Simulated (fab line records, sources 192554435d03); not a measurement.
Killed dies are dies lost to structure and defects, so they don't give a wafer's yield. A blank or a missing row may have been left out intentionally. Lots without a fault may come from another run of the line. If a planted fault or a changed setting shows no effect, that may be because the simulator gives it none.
fab line records	flow n5Finfet
record: lots: 6	wafers: 16	lastDay: 17
route steps=1938 shown BEOL_M4@1059 PASSIVATION@1936
lots that met no fault: taken from a fault-free run of the same line
startH: hours from the record's opening day to when the first of the lot's shown wafers began	waitH: hours since the lot's step before	" as in the row above	L1.1+2: a single row standing in for several wafers	- no value present, or no start provided	* or withheld: withheld	< > ~ a bound
route shown NAME@n: a module of which the file shows steps, and the number in the route of the first	usual: average and standard deviation across the fault-free wafers	same: alike in all rows	chamber/n: place in a boat	sites: readings site by site	_std_site: how widely they spread, as a standard deviation	_edge_site: inner sites' mean taken away from outer sites' mean	radiusMm: how far each site lies from the wafer's centre	mask NAME#n: copy n	behind: the tool/chamber that last shaped the wafer	hold: why the lot was held/for how many hours/how that ended	device: whichever transistor did not switch (one of n, p or np)	end of line: the route-end tests of the same wafers	for a step that has no rows: nothing shown but its recipe	killed: not the wafer's yield, but the dies lost to structure and defects at the first sort	map: shows each die of a wafer: x if killed, . if not, _ if none is there
set.NAME: the run value of the setting; set.NAME@STEP: its run value at that earlier step	model.NAME: the simulator's own value behind a step, which no gauge read
certain route steps with their lots: each step a table, each wafer a row
services: a tool's chamber out of use, with start hour (startH, from the record's first day; less than 0 if before it), hours out, and reason
== steps ==
step: N5_BEOL_M4_DESCUM_33
recipe: chemistry: O2	timeS: 7	sourcePowerW: 50	biasPowerW: 20	pressureMtorr: 20	rfFrequencyHz: 2.712e+07	tempC: 40	resist: CAR-EUV	o2FlowSccm: 225
step: N5_BEOL_M4_ETCH_77
recipe: chemistry: N2/H2	target: underlayer	targetDepthA: 65	maskMaterial: CAR-EUV	timeS: 5.2	ionEnergyEv: 200	pressureMtorr: 30	sourceW: 840	biasW: 150	n2FlowSccm: 200	h2FlowSccm: 200	ends: cleared
step: N5_BEOL_M4_ETCH_69
recipe: chemistry: CF4	target: SiARC	targetDepthA: 156	maskMaterial: CAR-EUV	timeS: 26	ionEnergyEv: 80	pressureMtorr: 40	sourceW: 545	biasW: 36	Ar_flow_sccm: 100	cf4FlowSccm: 100	ends: cleared
step: N5_BEOL_M4_ALD_98
recipe: material: SiO2	targetThkA: 25	tempC: 100	aldPrecursorFamily: BDEAS	aldCoReactant: O2-plasma	pulseTimeS: 1	coReactantPulseTimeS: 1	purgeTimeS: 2	coReactantPurgeTimeS: 2	aldCycles: 17	pressureTorr: 2
usual: heaterPowerW: 77/7.4	precursorPulseHeightRel: 1.000/0.018
lot.wafer	tool	chamber	startH	waitH	heaterPowerW	precursorPulseHeightRel	sinceWetCleanH
L498.1	aldSin-02	0	174.00	0.1	83	1.006	73
L498.2	"	1	"	"	59	1.011	73
L498.3	"	2	"	"	79	0.975	73
L499.3	aldSin-03	2	174.23	0.1	73	1.014	363
L499.4	"	1	"	"	67	1.030	-
L499.5	"	0	"	"	81	0.997	-
L505.3	aldSin-02	1	209.46	0.2	60	1.004	109
L507.3	aldSin-01	1	222.39	0.4	71	1.013	318
L507.5	"	2	"	"	86	1.021	-
L507.6	"	3	"	"	78	1.009	-
L511.2	aldSin-01	1	256.11	0.1	73	1.002	352
L511.3	"	3	"	"	80	1.000	352
L511.5	"	1	"	"	71	1.020	-
L517.1	aldSin-02	3	279.45	0.1	90	1.007	179
L517.4	"	2	"	"	79	0.981	179
L517.5	"	1	"	"	60	0.967	-
step: N5_BEOL_M4_ETCHBACK_99
recipe: chemistry: CHF3	target: SiO2	targetDepthA: 50	timeS: 10.4	sourceW: 215	biasW: 47	Ar_flow_sccm: 200	CHF3_flow_sccm: 12	ionEnergyEv: 100	pressureMtorr: 30
step: N5_BEOL_M4_ETCH_70
recipe: chemistry: N2/H2	target: SOC	targetDepthA: 800	overetchA: 240	maskMaterial: SiARC	tempC: 40	timeS: 130	ionEnergyEv: 200	pressureMtorr: 30	sourceW: 840	biasW: 150	n2FlowSccm: 200	h2FlowSccm: 200
step: N5_BEOL_M4_STRIP_71
recipe: chemistry: N2/H2	tempC: 40	n2FlowSccm: 200	h2FlowSccm: 200	rfFrequencyHz: 6e+07
step: N5_BEOL_M4_STRIP_78
recipe: chemistry: N2/H2	tempC: 40	n2FlowSccm: 200	h2FlowSccm: 200	rfFrequencyHz: 6e+07
step: N5_BEOL_M4_VIA_ETCH_34
recipe: chemistry: C4F6/O2	targetDepthA: 694	maskMaterial: SOC	pressureMtorr: 15	ionEnergyEv: 250	taperDeg: 4	timeS: 65.9	sourceW: 350	biasW: 170	Ar_flow_sccm: 300	C4F6_flow_sccm: 10	O2_flow_sccm: 10
step: N5_BEOL_M4_STRIP_83
recipe: chemistry: C4F6/O2	resist: SiARC	rfFrequencyHz: 6e+07
step: N5_BEOL_M4_STRIP_36
recipe: chemistry: N2/H2	powerW: 450	tempC: 40	pressureMtorr: 20	rfFrequencyHz: 6e+07	overashFraction: 0.3	biasPowerW: 7	h2Frac: 0.5	n2FlowSccm: 200	h2FlowSccm: 200
step: N5_BEOL_M4_TRENCH_ETCH_37
recipe: chemistry: C4F6/O2	targetDepthA: 555.55	target: SiOC	timeS: 29.2	ionEnergyEv: 250	pressureMtorr: 30	sourceW: 355	biasW: 185	Ar_flow_sccm: 300	C4F6_flow_sccm: 10	O2_flow_sccm: 10
step: N5_BEOL_M4_ETCH_41
recipe: chemistry: CH3F/O2	target: SiCN	targetDepthA: 299	taperDeg: 2	timeS: 52.5	ionEnergyEv: 120	maskMaterial: TiN	pressureMtorr: 30	sourceW: 395	biasW: 75	Ar_flow_sccm: 150	CH3F_flow_sccm: 30	O2_flow_sccm: 20
usual: drypumpMotorCurrentA: 5.5/0.42	oesProductAu: 0.81/0.084	rfVppV: 297.6/1.5	showerheadPlenumPTorr: 2.01/0.061	throttleValvePct: 16.42/0.26
lot.wafer	tool	chamber	startH	waitH	drypumpMotorCurrentA	oesProductAu	rfHoursCounterH	rfVppV	showerheadPlenumPTorr	throttleValvePct
L498.1	rieDiel-04	3	174.70	-	5.4	0.82	87	299.3	2.02	16.42
L498.2	"	1	"	"	4.8	0.69	229	295.3	1.97	16.57
L498.3	"	0	"	"	5.5	0.92	32	299.1	2.04	16.40
L499.3	rieDiel-01	2	178.71	-	5.6	0.91	26	298.9	2.12	15.86
L499.4	"	3	"	"	6.2	0.82	97	300.4	2.10	16.63
L499.5	"	2	"	"	5.6	0.92	-	301.9	2.12	15.84
L505.3	rieDiel-04	3	210.91	-	5.4	0.80	99	297.0	2.02	16.42
L507.3	rieDiel-04	0	229.81	-	5.5	0.88	52	297.0	2.03	16.43
L507.5	"	2	"	"	5.6	0.89	-	297.9	2.03	16.45
L507.6	"	3	"	"	5.4	0.79	-	296.9	2.02	16.43
L511.2	rieDiel-01	1	259.13	-	6.0	0.75	146	295.5	1.92	16.60
L511.3	"	0	"	"	5.9	0.92	40	298.1	2.04	16.13
L511.5	"	0	"	"	5.9	0.92	-	297.4	2.04	16.13
L517.1	rieDiel-02	0	287.20	-	5.6	0.72	211	298.2	1.98	16.68
L517.4	"	2	"	"	5.0	0.70	215	295.2	1.90	16.74
L517.5	"	3	"	"	4.9	0.72	-	296.5	1.99	16.42
step: N5_BEOL_M4_STRIP_97
recipe: chemistry: N2/H2	timeS: 10	powerW: 450	tempC: 40	pressureMtorr: 20	rfFrequencyHz: 6e+07	biasPowerW: 7	n2FlowSccm: 200	h2FlowSccm: 200
step: N5_BEOL_M4_OCD_MEAS_38
usual: trenchDepthNm: 55.7/0.86
lot.wafer	tool	chamber	startH	waitH	trenchDepthNm
L498.1	ocd-01	-	174.83	-	55.3
L498.2	"	-	"	"	54.2
L498.3	"	-	"	"	56.4
L499.3	ocd-01	-	178.84	-	55.9
L499.4	"	-	"	"	56.4
L499.5	"	-	"	"	56.0
L505.3	ocd-01	-	211.03	-	56.2
L507.3	ocd-01	-	229.93	-	56.8
L507.5	"	-	"	"	55.6
L507.6	"	-	"	"	55.4
L511.2	ocd-02	-	259.25	-	56.1
L511.3	"	-	"	"	57.3
L511.5	"	-	"	"	57.5
L517.1	ocd-01	-	287.32	-	53.8
L517.4	"	-	"	"	54.4
L517.5	"	-	"	"	54.3
step: N5_BEOL_M4_HM_STRIP_39
recipe: chemistry: peroxideTinStrip	material: TiN	targetDepthA: 250	tempC: 50	timeS: 158
step: N5_BEOL_M4_SRD_40
recipe: timeS: 30	tempC: 23	rinseLiquid: diw	dry: ipaMarangoni
step: N5_BEOL_M4_PRECLEAN_42
recipe: chemistry: residueRemover	timeS: 60	tempC: 40
step: N5_BEOL_M4_SRD_43
recipe: timeS: 30	tempC: 23	rinseLiquid: diw	dry: ipaMarangoni
step: N5_BEOL_M4_CD_MEAS_35
recipe: targetCdNm: 18	targetCdYNm: 22.4	polarity: opening
usual: cdNm: 17.9/0.33
lot.wafer	tool	chamber	startH	waitH	cdNm
L498.1	cdSem-01	-	175.00	0.0	17.7
L498.2	"	-	"	"	17.9
L498.3	"	-	"	"	17.8
L499.3	cdSem-03	-	178.99	0.0	17.3
L499.4	"	-	"	"	17.4
L499.5	"	-	"	"	17.7
L505.3	cdSem-01	-	211.18	0.0	17.3
L507.3	cdSem-01	-	230.09	0.0	17.6
L507.5	"	-	"	"	18.2
L507.6	"	-	"	"	17.9
L511.2	cdSem-02	-	259.41	0.0	17.8
L511.3	"	-	"	"	18.4
L511.5	"	-	"	"	17.8
L517.1	cdSem-02	-	287.48	0.0	18.2
L517.4	"	-	"	"	18.4
L517.5	"	-	"	"	18.5
step: N5_BEOL_M4_DEGAS_44
recipe: ambient: vacuum	tempC: 250	timeS: 60
step: N5_BEOL_M4_PRE_CLEAN_45
recipe: gas: H2/He	timeS: 30	tempC: 250
step: N5_BEOL_M4_ALD_84
recipe: material: TaN	targetThkA: *	tempC: 275	aldPrecursorFamily: PDMAT	aldCoReactant: NH3	pressureTorr: 3	carrierFlowSccm: 1500	pulseTimeS: 2	purgeTimeS: 3	coReactantPurgeTimeS: 2	coReactantPulseTimeS: 3	aldCycles: 30	precursorVesselTempC: 75	precursorVesselPressureTorr: 26.25	precursorVesselCarrierSccm: 1000
step: N5_BEOL_M4_SURFACE_TREAT_85
recipe: gas: Ar	timeS: *	ionEnergyEv: *	ionCurrentMaCm2: 0.5	pressureMtorr: *	arFlowSccm: 30
step: N5_BEOL_M4_CVD_47
recipe: material: Co	targetThkA: 30	tempC: withheld	precursor: CCTBA/H2	pressureTorr: 30	timeS: 223.8
step: N5_BEOL_M4_SPUTTER_48
recipe: material: Cu	targetThkA: 45	tempC: -20	chamberPressurePa: 0.07	powerW: withheld	timeS: 8.29
step: N5_BEOL_M4_ANNEAL_49
recipe: tempC: 400	timeS: 240	ambient: vacuum
usual: heaterPowerW: 785/39
lot.wafer	tool	chamber	startH	waitH	heaterPowerW
L498.1	pvdSputter-03	-	177.16	0.0	764
L498.2	"	-	"	"	788
L498.3	"	-	"	"	839
L499.3	pvdSputter-02	-	180.34	0.0	707
L499.4	"	-	"	"	820
L499.5	"	-	"	"	772
L505.3	pvdSputter-01	-	213.44	0.0	804
L507.3	pvdSputter-02	-	231.77	0.0	758
L507.5	"	-	"	"	732
L507.6	"	-	"	"	698
L511.2	pvdSputter-01	-	260.44	0.0	807
L511.3	"	-	"	"	759
L511.5	"	-	"	"	797
L517.1	pvdSputter-01	-	288.40	0.0	807
L517.4	"	-	"	"	789
L517.5	"	-	"	"	815
step: N5_BEOL_M4_SPUTTER_79
recipe: material: Cu	targetThkA: 45	tempC: -20	chamberPressurePa: 0.07	powerW: withheld	timeS: 8.29
step: N5_BEOL_M4_ANNEAL_80
recipe: tempC: 400	timeS: 240	ambient: vacuum
usual: heaterPowerW: 788/39
lot.wafer	tool	chamber	startH	waitH	heaterPowerW
L498.1	pvdSputter-03	-	177.38	0.0	757
L498.2	"	-	"	"	766
L498.3	"	-	"	"	881
L499.3	pvdSputter-02	-	180.56	0.0	695
L499.4	"	-	"	"	848
L499.5	"	-	"	"	738
L505.3	pvdSputter-01	-	213.66	0.0	804
L507.3	pvdSputter-02	-	231.99	0.0	745
L507.5	"	-	"	"	736
L507.6	"	-	"	"	694
L511.2	pvdSputter-01	-	260.66	0.0	803
L511.3	"	-	"	"	755
L511.5	"	-	"	"	791
L517.1	pvdSputter-01	-	288.62	0.0	826
L517.4	"	-	"	"	805
L517.5	"	-	"	"	787
step: N5_BEOL_M4_SPUTTER_81
recipe: material: Cu	targetThkA: 45	tempC: -20	chamberPressurePa: 0.07	powerW: withheld	timeS: 8.29
step: N5_BEOL_M4_ANNEAL_82
recipe: tempC: 400	timeS: 240	ambient: vacuum
step: N5_BEOL_M4_SPUTTER_86
recipe: material: Cu	targetThkA: 45	tempC: -20	chamberPressurePa: 0.07	powerW: withheld	timeS: 8.29
usual: throttleValvePct: 29.5/0.97
lot.wafer	tool	chamber	startH	waitH	throttleValvePct
L498.1	pvdSputter-03	-	177.74	0.1	29.3
L498.2	"	-	"	"	30.3
L498.3	"	-	"	"	28.7
L499.3	pvdSputter-02	-	180.92	0.1	29.7
L499.4	"	-	"	"	29.5
L499.5	"	-	"	"	29.0
L505.3	pvdSputter-01	-	214.02	0.1	29.5
L507.3	pvdSputter-02	-	232.35	0.1	29.0
L507.5	"	-	"	"	29.2
L507.6	"	-	"	"	29.6
L511.2	pvdSputter-01	-	261.02	0.1	31.4
L511.3	"	-	"	"	28.1
L511.5	"	-	"	"	31.6
L517.1	pvdSputter-01	-	288.98	0.1	29.9
L517.4	"	-	"	"	29.0
L517.5	"	-	"	"	29.3
step: N5_BEOL_M4_ANNEAL_87
recipe: tempC: 400	timeS: 240	ambient: vacuum
step: N5_BEOL_M4_SPUTTER_88
recipe: material: Cu	targetThkA: 45	tempC: -20	chamberPressurePa: 0.07	powerW: withheld	timeS: 8.29
step: N5_BEOL_M4_ANNEAL_89
recipe: tempC: 400	timeS: 240	ambient: vacuum
step: N5_BEOL_M4_SPUTTER_90
recipe: material: Cu	targetThkA: 45	tempC: -20	chamberPressurePa: 0.07	powerW: withheld	timeS: 8.29
step: N5_BEOL_M4_ANNEAL_91
recipe: tempC: 400	timeS: 240	ambient: vacuum
step: N5_BEOL_M4_SPUTTER_92
recipe: material: Cu	targetThkA: 45	tempC: -20	chamberPressurePa: 0.07	powerW: withheld	timeS: 8.29
step: N5_BEOL_M4_ANNEAL_93
recipe: tempC: 400	timeS: 240	ambient: vacuum
usual: heaterPowerW: 785/40
lot.wafer	tool	chamber	startH	waitH	heaterPowerW
L498.1	pvdSputter-03	-	178.48	0.0	747
L498.2	"	-	"	"	768
L498.3	"	-	"	"	836
L499.3	pvdSputter-02	-	181.66	0.0	677
L499.4	"	-	"	"	833
L499.5	"	-	"	"	738
L505.3	pvdSputter-01	-	214.76	0.0	785
L507.3	pvdSputter-02	-	233.09	0.0	740
L507.5	"	-	"	"	733
L507.6	"	-	"	"	667
L511.2	pvdSputter-01	-	261.76	0.0	807
L511.3	"	-	"	"	755
L511.5	"	-	"	"	780
L517.1	pvdSputter-01	-	289.72	0.0	808
L517.4	"	-	"	"	786
L517.5	"	-	"	"	822
step: N5_BEOL_M4_SPUTTER_94
recipe: material: Cu	targetThkA: 45	tempC: -20	chamberPressurePa: 0.07	powerW: withheld	timeS: 8.29
step: N5_BEOL_M4_ANNEAL_95
recipe: tempC: 400	timeS: 240	ambient: vacuum
step: N5_BEOL_M4_SPUTTER_96
recipe: material: Cu	targetThkA: 45	tempC: -20	chamberPressurePa: 0.07	powerW: withheld	timeS: 8.29
step: N5_PASSIVATION_PROBE_49
usual: defectLimitedYield: 91.1/1.4	killed_at_M0_to_M3: 35/8.7	killed_at_M4_up: 14/5.3	killedAtContacts: 12/6.2	killedAtFrontEnd: 41/12	killedAtOther: 3.4/2.6	killedDies: 105/16	killedOnRim: 14/3.8	killedOpen: 67/13	killedShort: 36/7.3	sort_bin_5_function: 5.2/0.96	sort_bin_6_memory: 3.3/0.6	sortNPass: 1075/16	sortYieldPct: 91.1/1.4
same: grossDies: 1180	killedAtBackSide: 0	sort_bin_4_leakage[%]: 0	sort_bin_8_speed[%]: 0
lot.wafer	tool	chamber	startH	waitH	defectLimitedYield[%]	killed_at_M0_to_M3	killed_at_M4_up	killedAtContacts	killedAtFrontEnd	killedAtOther	killedDies	killedOnRim	killedOpen	killedShort	sort_bin_5_function[%]	sort_bin_6_memory[%]	sortNPass	sortYieldPct[%]
L498.1	prober-01	-	283.93	0.0	91.9	44	17	2	32	1	96	11	64	30	5.0	3.0	1084	91.9
L498.2	prober-01	-	283.98	0.1	92.5	41	14	4	24	5	88	8	56	31	4.4	2.5	1092	92.5
L498.3	prober-01	-	284.03	0.1	91.4	39	20	1	38	4	102	16	66	35	4.9	3.2	1078	91.4
L505.3	prober-02	-	318.02	0.1	85.2	40	80	15	37	3	175	33	77	39	9.2	4.3	1005	85.2
L507.6	prober-01	-	336.35	0.3	87.7	36	69	7	32	1	145	20	63	22	7.3	3.4	1035	87.7
L511.2	prober-02	-	368.35	0.1	90.9	33	19	17	32	6	107	15	78	29	4.8	4.1	1073	90.9
L511.3	prober-02	-	368.40	0.1	90.8	40	27	10	28	4	109	12	76	32	5.3	3.3	1071	90.8
L511.5	prober-02	-	368.50	0.2	92.5	20	12	10	42	4	88	11	60	28	5.1	2.4	1092	92.5
killed by level:class
L498.1 BEOL_M0_SAQP:geometricParticle:short=15 BEOL_M0_SAQP:geometricParticle:open=14 BEOL_M5:geometricParticle:open=6 STI_FIN_REVEAL:geometricParticle:open=6 FIN_SAQP:geometricParticle:open=5 DUMMY_GATE:geometricParticle:open=5 BEOL_M2:geometricParticle:open=4 BEOL_M3:geometricParticle:open=4
L498.2 BEOL_M0_SAQP:geometricParticle:open=14 BEOL_M0_SAQP:geometricParticle:short=14 STI_FIN_REVEAL:geometricParticle:open=5 BEOL_M5:geometricParticle:open=5 DUMMY_GATE:geometricParticle:open=4 BEOL_M1:geometricParticle:open=4 FIN_SAQP:geometricParticle:open=3 STI_FIN_REVEAL:geometricParticle:short=3
L498.3 STI_FIN_REVEAL:geometricParticle:open=11 BEOL_M0_SAQP:geometricParticle:open=8 BEOL_M1:geometricParticle:open=7 GATE_CUT:geometricParticle:short=6 BEOL_M3:geometricParticle:short=6 BEOL_M4:geometricParticle:open=6 FIN_SAQP:geometricParticle:open=5 FIN_SAQP:geometricParticle:short=5
L505.3 BEOL_M4:unspecified=56 BEOL_M3:geometricParticle:open=11 BEOL_M4:geometricParticle:open=10 MOL_CONTACT_COAG:geometricParticle:open=10 BEOL_M2:geometricParticle:open=7 FIN_SAQP:geometricParticle:short=6 BEOL_M0_SAQP:geometricParticle:open=6 FIN_SAQP:geometricParticle:open=5
L507.6 BEOL_M4:unspecified=58 STI_FIN_REVEAL:geometricParticle:open=9 BEOL_M2:geometricParticle:open=7 DUMMY_GATE:geometricParticle:open=6 MOL_CONTACT_COAG:geometricParticle:open=6 BEOL_M0_SAQP:geometricParticle:open=6 BEOL_M3:geometricParticle:open=6 BEOL_M0_SAQP:geometricParticle:short=5
L511.2 MOL_CONTACT_COAG:geometricParticle:open=15 BEOL_M3:geometricParticle:open=9 FIN_SAQP:geometricParticle:open=7 BEOL_M0:geometricParticle:open=7 DUMMY_GATE:geometricParticle:open=6 BEOL_M4:geometricParticle:open=6 STI_FIN_REVEAL:geometricParticle:open=5 BEOL_M0_SAQP:geometricParticle:short=4
L511.3 BEOL_M4:geometricParticle:open=15 MOL_CONTACT_COAG:geometricParticle:open=8 BEOL_M3:geometricParticle:open=7 BEOL_M0_SAQP:geometricParticle:short=7 DUMMY_GATE:geometricParticle:open=6 BEOL_M2:geometricParticle:open=6 BEOL_M4:geometricParticle:short=6 STI_FIN_REVEAL:geometricParticle:open=5
L511.5 FIN_SAQP:geometricParticle:open=15 FIN_SAQP:geometricParticle:short=7 MOL_CONTACT_COAG:geometricParticle:open=7 BEOL_M3:geometricParticle:open=6 STARTING-WAFER:geometricParticle:open=6 STI_FIN_REVEAL:geometricParticle:open=5 BEOL_M1:geometricParticle:short=5 BEOL_M4:geometricParticle:open=4
map L505.3 (x killed, . not)
_________________x.......xx..________________
______________...x.............._____________
___________.....x..x.......x.x.....__________
__________...........x..x.....x....x_________
________.x..x....x........x........x.._______
_______...x...x................x.......______
______x........x.x......x..............._____
_____.x.......x..x........x..............____
____..........x...............xx..........___
___......................x..x..x.....x...xx__
___x...............................x.x...xx__
__.x....xx..............x..x........x.xxxxxx_
__......x...............x...x....x...xxxxxxx_
_................................x...xx.xxxxx
_................................xx..x.xxxxxx
_...x...x.........x..................xxxxxxxx
_......x...........x......x.............xxxxx
_.........xx..........x...xx...x.......xxxxxx
_.x.......x........x.x..x...............xxxxx
_..................x..........x........xx..xx
_xx......x...........................x.....xx
__...x........x........xx....x..x..........._
__.........................x...............x_
___........x...x..x.......x................__
___............x.x........x........x.......__
____................................x.....___
_____...xx.....x..x.........x...xx...x...____
______..x........xx..x.............x..x._____
_______......x.......x..x..............______
________......x......................._______
__________.........................._________
___________.........x......x....x..__________
______________.......x.........._____________
_________________....x.......________________
map L507.6 (x killed, . not)
_________________.xx.........________________
______________....x............._____________
___________x.......................__________
__________........x................._________
________..............x...x..........._______
_______....x...........................______
______...x.............................._____
_____.................x..........x.......____
____......................x........x.....x___
___........x....................xx...xxxx.x__
___...x..................x...............xx__
__..x..................x..............xx.xxx_
__......................x..............xxxxx_
_.................x........x.........x..xxxxx
_....x...................xx...x....x..xxxxxxx
_...........x..............x.........x.xxxxxx
_..xx.................................xxxxxxx
_.......xx......x..x........x.........x..xxxx
_.........x...............x..x.......x.xxxxxx
_...................x.x....x..............x.x
_......x.....x.........................x...xx
__........x............x....x..........x..x._
__.....x......x...x.........x..x..x........._
___...............x....x..x.....x..........__
___.............xx..........x..............__
____...............................xx.x...___
_____.........................x..........____
______.........x.....x.................._____
_______......x........x.........xx.x...______
________...................x.........._______
__________..x...........xx.........._________
___________.........x.......x......__________
______________..........x.x....._____________
_________________........x...________________
== services ==
tool	chamber	startH	hours	kind
aldSin-03	3	172.68	20.5	repair
aldSin-03	-	178.11	14.0	pm
aldSin-03	0	178.11	14.0	ventCycle
rieDiel-02	0	180.49	4.4	repair
aldSin-02	-	182.71	14.6	pm
rieDiel-02	-	220.78	2.3	repair
rieDiel-04	1	229.53	-	clean
rieDiel-04	1	229.53	-	consumableReplace:focusRing
rieDiel-04	1	229.53	26.2	scheduledDown
rieDiel-04	1	229.53	26.2	ventCycle
aldSin-03	-	254.01	0.5	repair
aldSin-01	-	261.74	0.3	repair
aldSin-01	-	268.25	14.0	pm
aldSin-01	0	268.25	14.0	ventCycle
aldSin-01	1	268.25	14.0	ventCycle
aldSin-01	2	268.25	14.0	ventCycle
aldSin-01	3	268.25	14.0	ventCycle
rieDiel-01	3	270.15	5.9	repair
aldSin-03	-	280.74	1.5	repair
aldSin-01	0	282.25	-	clean
aldSin-01	1	282.25	-	clean
aldSin-01	2	282.25	-	clean
aldSin-01	3	282.25	-	clean
rieDiel-01	2	285.76	10.5	repair
== key ==
firstSign: step: N5_PASSIVATION_PROBE_49	reading: killed_at_M4_up	direction: up	sigmas: 11	usual: 14	struck: 74
effect: step: N5_PASSIVATION_PROBE_49	reading: defectLimitedYield	direction: down	sigmas: 3.4	usual: 91.1	struck: 86.4
moreKillsBornAt: N5_BEOL_M4_ETCH_41@rieDiel-04: 114
metAt N5_BEOL_M4_ETCH_41
struckWafers L505.3,L507.6
onsetBetween 174.70 210.91
earlierFault: kind: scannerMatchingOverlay	tool: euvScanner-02	chamber: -	onsetH: 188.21	steps: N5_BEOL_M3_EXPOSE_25	offset: 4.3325
fault: kind: chamberParticleSource	tool: rieDiel-04	chamber: 3	onsetH: 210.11	steps: N5_BEOL_M4_ETCH_41	ratePerVisitCm2: 0.93047
